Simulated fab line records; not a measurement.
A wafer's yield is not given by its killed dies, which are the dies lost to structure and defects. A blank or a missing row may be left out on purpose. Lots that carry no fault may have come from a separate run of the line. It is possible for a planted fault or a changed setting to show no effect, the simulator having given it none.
Matching of chambers | flow n5_finfet | N5_BEOL_M6_CMP_52 on cmp-04: 4 sister chambers
The step polishes, stops on SiCOH lowk, t overpolish 6.9 s, target thk 80 nm. 4 wafers are shown with their chamber, then 7 later ones without.

WAFERS PAIRED WITH THEIR CHAMBERS
wafer  | chamber | motor_current_A (A)
L085.3 | 1       | 6.4
L085.6 | 3       | 7.0
L087.2 | 0       | 6.1
L087.3 | 2       | 5.9

WAFERS WHOSE CHAMBER IS MISSING
wafer  | motor_current_A (A)
L087.6 | 7.4
L090.1 | 5.9
L090.4 | 5.7
L090.6 | 6.0
L095.1 | 7.3
L095.2 | 5.8
L095.4 | 6.0

WHICH CHAMBER EACH ONE RAN IN
wafer  | from the rows above          | in truth
L087.6 | 3                            | 3
L090.1 | can't be placed: 2 or 0      | 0
L090.4 | can't be placed: 2 or 0      | 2
L090.6 | can't be placed: 0 or 2 or 1 | 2
L095.1 | 3                            | 3
L095.2 | can't be placed: 2 or 0      | 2
L095.4 | can't be placed: 0 or 2 or 1 | 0
Correct placement for 2 of the 7. Not placeable from these rows: 5 (in 5, the candidates include the true chamber). Number placed wrongly: 0.
How it was worked out, from the rows above alone: a wafer's distance from a chamber is the root of the sum, over the readings, of the square of ((its reading less the chamber's mean) divided by the reading's scatter). The wafer belongs to the nearest chamber; if the next one is less than 2 further off, it can't be placed. Each chamber's mean is taken over the wafers shown for it. The scatter: with one shown wafer a chamber, the root of the mean of the squares of how far each hidden wafer lies from its nearest shown one.
